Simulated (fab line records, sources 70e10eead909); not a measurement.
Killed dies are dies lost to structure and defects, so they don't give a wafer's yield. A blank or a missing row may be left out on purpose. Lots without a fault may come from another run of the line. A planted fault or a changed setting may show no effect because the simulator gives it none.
Problem report in the 8D (eight disciplines) form, filled by code | flow nand_harc | the parts of the form that need people (team, actions taken, sign-off) are left out

1. THE PROBLEM
oes_product_au at NHARC_A_M1_ETCH_28 reads a mean of 0.832 a.u. on 1 wafer of 1 lot; wafers without a fault read 0.996 a.u. with a standard deviation of 0.0085. That is -19 standard deviations from the usual mean.
The step: etches the open film in CF4/N2, target depth 30 nm, time 72.99 s.
First seen on wafer L487.2, day 26 01:46, on rie_diel-03. The record holds 33 wafers of 11 lots with a number at this step. Rule for "out", or "out of limits": more than 4 standard deviations from the usual mean. The other wafers with a number count as sound.

2. WHAT IT IS AND WHAT IT IS NOT
question                    | is                | is not
which readings at this step | oes_product_au    | drypump_motor_current_A, n2_flow_sccm, rf_vpp_V, showerhead_plenum_p_Torr, throttle_valve_pct
which lots                  | L487              | L481, L483, L484, L497, L498, L499, L500, L502, L503, L504
which wafers of those lots  | L487.2            | L487.1, L487.3
read on which tools         | rie_diel-03       | rie_diel-06
when                        | from day 26 01:46 | up to then (11 sound wafers); but 21 sound wafers of L497, L498, L499, L500, L502, L503, L504 came after

3. SUSPECTS, AND WHAT RULES EACH OUT
Counting: a tool at a process step up to the reading stays a suspect if it ran every lot that is out. Sound lots after the first of them don't rule it out here, since some wafers of a struck lot are sound.
- pvd_sputter-01 at NHARC_A_M0_PVD_20 (deposits TaN, target thk 5 nm, time 8.06 s): kept. It ran the lot that is out, L487 (day 26 01:31); its last sound lot up to then is L481 (day 23 19:10). NHARC_A_M0_PVD_20 gives no start for some lots, so the hours and the order of its lots are those of NHARC_A_M1_STRIP_18.
- rie_diel-03 at NHARC_A_M1_STRIP_18 (strips in N2/H2): kept. It ran the lot that is out, L487 (day 26 01:31); its last sound lot up to then is L483 (day 23 19:44).
- rie_diel-03 at NHARC_A_M1_ETCH_28 (etches the open film in CF4/N2, target depth 30 nm, time 72.99 s): kept. It ran the lot that is out, L487 (day 26 01:46); its last sound lot up to then is L483 (day 23 19:57). Its own readings are out on those wafers: oes_product_au.
- Within rie_diel-03 at NHARC_A_M1_STRIP_18: the wafers that are out ran in chamber 0; their sound lot-mates ran in chambers 1, 2.
- Within rie_diel-03 at NHARC_A_M1_ETCH_28: the wafers that are out ran in chamber 3; their sound lot-mates ran in chambers 1, 2.
Left after counting: pvd_sputter-01 at NHARC_A_M0_PVD_20, rie_diel-03 at NHARC_A_M1_STRIP_18, rie_diel-03 at NHARC_A_M1_ETCH_28.

4. THE CAUSE (what the simulator had put in)
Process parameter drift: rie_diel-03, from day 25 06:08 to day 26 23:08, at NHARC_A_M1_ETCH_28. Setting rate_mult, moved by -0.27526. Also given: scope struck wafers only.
Counting left 3 suspects, and this tool is among them.

5. THE CHAIN OF EFFECTS, in route order
Each row: a reading whose mean over the struck wafers that have a number lies more than 3 standard deviations from the usual. Only readings for which the record gives a usual standard deviation are gone through. hours: the time from each lot's start at the first step in this table that gives one to its start at this step, as a median over the lots. sigmas: the change in usual standard deviations.
hours | step               | reading        | usual      | on struck wafers | change | sigmas
0     | NHARC_A_M1_ETCH_28 | oes_product_au | 0.996 a.u. | 0.832            | -0.164 | -19
The process steps in it:
- NHARC_A_M1_ETCH_28: etches the open film in CF4/N2, target depth 30 nm, time 72.99 s.
Later measuring or inspecting steps at which every struck wafer that the step has a row for has a number for every such reading, and none has moved that far: NHARC_END_SORT_01.

6. WHAT WOULD HAVE CAUGHT IT SOONER
In this record the first reading out of limits was taken at day 26 01:46, 20 hours after the fault began at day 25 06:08.
